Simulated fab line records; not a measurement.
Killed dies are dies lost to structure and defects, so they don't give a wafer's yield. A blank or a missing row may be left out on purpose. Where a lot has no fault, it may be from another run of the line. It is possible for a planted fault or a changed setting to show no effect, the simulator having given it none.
What tool caused it? ; flow n5Finfet ; Sampling: 12 lots, 36 wafers, 3 of 1938 route steps

WHAT THE GAUGES READ, wafer by wafer
N5_BEOL_M3_OVL_MEAS_29.
lot;measured;on;V2_OVL (nm)
L075;day 7 05:22;overlay-01;0.7 -0.4 0.2
L076;day 8 00:34;overlay-01;1.4 0.5 1.4
L078;day 8 10:56;overlay-01;0.3 -0.8 -0.5
L081;day 9 00:00;overlay-02;-0.4 0.4 0.4
L082;day 9 08:14;overlay-01;0.3 -1.1 -1.5
L085;day 9 22:11;overlay-02;0.2 -0.3 0.5
L087;day 10 21:55;overlay-01;0.1 -0.3 0.9
L089;day 11 01:19;overlay-01;-1.0 -0.5 -0.9
L091;day 11 12:12;overlay-01;0.7 -0.7 0.0
L094;day 12 01:23;overlay-02;0.1 -0.2 -0.2
L095;day 12 18:52;overlay-02;0.9 0.1 1.4
L097;day 13 06:37;overlay-01;0.4 0.5 -0.5

TOOL THAT RAN EACH LOT (tool first, then ch and the chambers of the sampled wafers, then the start)
lot;N5_BEOL_M2_ETCHBACK_99;N5_BEOL_M2_SPUTTER_94
L075;rieDiel-01 ch 0,2, day 6 21:05;pvdSputter-03, day 7 01:04
L076;rieDiel-01 ch 1,2,3, day 7 09:54;pvdSputter-03, day 7 14:38
L078;rieDiel-01 ch 0,3, day 8 04:28;pvdSputter-02, day 8 07:42
L081;rieDiel-01 ch 0,1,3, day 8 17:35;pvdSputter-03, day 8 20:32
L082;rieDiel-02 ch 0,2,3, day 9 00:17;pvdSputter-02, day 9 03:48
L085;rieDiel-02 ch 0,2,3, day 9 16:05;pvdSputter-03, day 9 19:07
L087;rieDiel-02 ch 0,1,2, day 10 13:59;pvdSputter-02, day 10 17:19
L089;rieDiel-01 ch 0,1, day 10 17:19;pvdSputter-03, day 10 21:38
L091;rieDiel-02 ch 1,2,3, day 11 05:49;pvdSputter-01, day 11 09:09
L094;rieDiel-01 ch 1,3, day 11 19:38;pvdSputter-02, day 11 22:31
L095;rieDiel-01 ch 0,2, day 12 10:00;pvdSputter-03, day 12 14:35
L097;rieDiel-02 ch 1,2, day 13 00:08;pvdSputter-02, day 13 03:22
- N5_BEOL_M2_ETCHBACK_99: etches SiO2 in CHF3, target depth 5 nm, time 10.4 s.
- N5_BEOL_M2_SPUTTER_94: material Cu, target thk 4.5 nm, time 8.29 s.

THE ANSWER, worked out from the rows above alone
Rule: the lots themselves supply what counts as usual. The widest of any qualifying gaps counts: lots, ordered by their means at a reading, are off when they make up no more than a third of the lots, leave a main group of 4 or more, and stand apart from it by 3 or more times the standard deviation of that group's means. A main group is skipped when, at the precision printed for the reading in the tables above, its means are all equal. A lot without any number at a reading at which 4 lots or more have one is off too. Where the step has rows for the other lots, those lots are counted as sound.
Nothing can be told from this: no lot is off at any reading shown.

WHAT THE SIMULATOR HAD INSERTED
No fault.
